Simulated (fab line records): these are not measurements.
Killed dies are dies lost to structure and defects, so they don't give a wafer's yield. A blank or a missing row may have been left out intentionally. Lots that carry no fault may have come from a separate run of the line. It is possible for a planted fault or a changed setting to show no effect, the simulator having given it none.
Comparing a struck lot with a sound one :: flow n5Finfet :: 15 steps out of a route of 1938
Sound: the wafers L586.2, L586.3, L586.4. Struck: wafer L583.6; the same lot's L583.3 was not struck, so it is left out; see the end for the cause.
Per side, at each step with rows, come the tool, then ch with its chambers, and then its first start. Under that, the readings that differ: sound wafers :: struck wafers :: difference of the means :: sigmas: that difference in standard deviations of wafers without a fault.
alike: same words and numbers on both sides, and readings whose means sit less than 2 such deviations apart. not compared: any withheld reading, any reading some wafer has no value for, any bound like >300 that may hide the same value, and any number with overlapping values for which the record gives no deviation.
Wherever a step has rows on one side only, a row that says differs or no value, or a row with sigmas, the two part there. Numbers that don't overlap but have no deviation are shown without sigmas and don't part them. A reading that every wafer of one side lacks parts them only if that side has two wafers or more.

first, 7 steps without rows for these wafers: N5_BEOL_M6_COAT_71 (time 60 s, resist thk 5 nm); N5_BEOL_M6_COAT_22 (resist thk 30 nm); N5_BEOL_M6_EBR_24; N5_BEOL_M6_SOFTBAKE_23 (time 60 s); N5_BEOL_M6_EXPOSE_25 (exposes mask V5, target cd 40 nm); N5_BEOL_M6_PEB_26 (peb time 60 s); N5_BEOL_M6_DEVELOP_27 (develop time 30 s).
N5_BEOL_M6_CD_MEAS_28 targets a cd of 40 nm.
  sound on cdSem-01 ch 0, day 16 07:21; struck on cdSem-03 ch 0, day 16 02:40
  alike: cdNm
N5_BEOL_M6_OVL_MEAS_29:
  sound on overlay-01 ch 0, day 16 07:23; struck on overlay-01 ch 0, day 16 02:42
reading: V5_OVL (nm)
sound: -0.1 0.4 0.8
struck: -1.0
difference: -1.4
sigmas: -2
N5_BEOL_M6_INSPECT_30: inspects for defects (brightfield).
  sound on defectInspect-02 at day 16 07:26; struck on defectInspect-02 at day 16 02:44
  alike: rawDefectCount
N5_BEOL_M6_DESCUM_33: chemistry O2, time 7 s.
  sound on rieDiel-04 ch 0,1,3, day 16 07:29; struck on rieDiel-05 ch 2, day 16 02:47
  alike: drypumpMotorCurrentA, o2FlowSccm, oesProductAu, rfVppV, showerheadPlenumPTorr, tempC, throttleValvePct
  not compared: rfHoursCounterH
N5_BEOL_M6_ETCH_72: etches underlayer in N2/H2, target depth 6.5 nm, time 5.2 s.
  sound on rieDiel-04 ch 0,1,3, day 16 07:31; struck on rieDiel-05 ch 2, day 16 02:49
  alike: drypumpMotorCurrentA, etchRfOnTimeS, oesProductAu, rfVppV, showerheadPlenumPTorr, throttleValvePct
  not compared: rfHoursCounterH
N5_BEOL_M6_ETCH_65: etches SiARC in CF4, target depth 15.6 nm, time 26 s.
  sound on rieDiel-04 ch 0,1,3, day 16 07:32; struck on rieDiel-05 ch 2, day 16 02:50
reading: etchRfOnTimeS (s)
sound: 26.1 25.4 25.0
struck: 43.7
difference: +18.2
sigmas: +23

reading: oesProductAu (a.u.)
sound: 0.67 0.76 0.78
struck: 0.48
difference: -0.26
sigmas: -4
  alike: cf4FlowSccm, drypumpMotorCurrentA, rfVppV, showerheadPlenumPTorr, throttleValvePct
  not compared: rfHoursCounterH
N5_BEOL_M6_ETCH_66: etches SOC in N2/H2, target depth 80 nm, overetch 16 nm, time 120 s.
  sound on rieDiel-04 ch 0,1,3, day 16 07:34; struck on rieDiel-05 ch 2, day 16 02:52
  alike: drypumpMotorCurrentA, oesProductAu, rfVppV, showerheadPlenumPTorr, tempC, throttleValvePct
  not compared: rfHoursCounterH
after that, 1 step had no rows for these wafers: N5_PASSIVATION_PROBE_49.

WHERE THEY PART
At N5_BEOL_M6_OVL_MEAS_29 first; at N5_BEOL_M6_ETCH_65 last (within this record only). Later steps at which nothing parts them and some readings are alike: N5_BEOL_M6_ETCH_66.

WHY: whatever the simulator had introduced
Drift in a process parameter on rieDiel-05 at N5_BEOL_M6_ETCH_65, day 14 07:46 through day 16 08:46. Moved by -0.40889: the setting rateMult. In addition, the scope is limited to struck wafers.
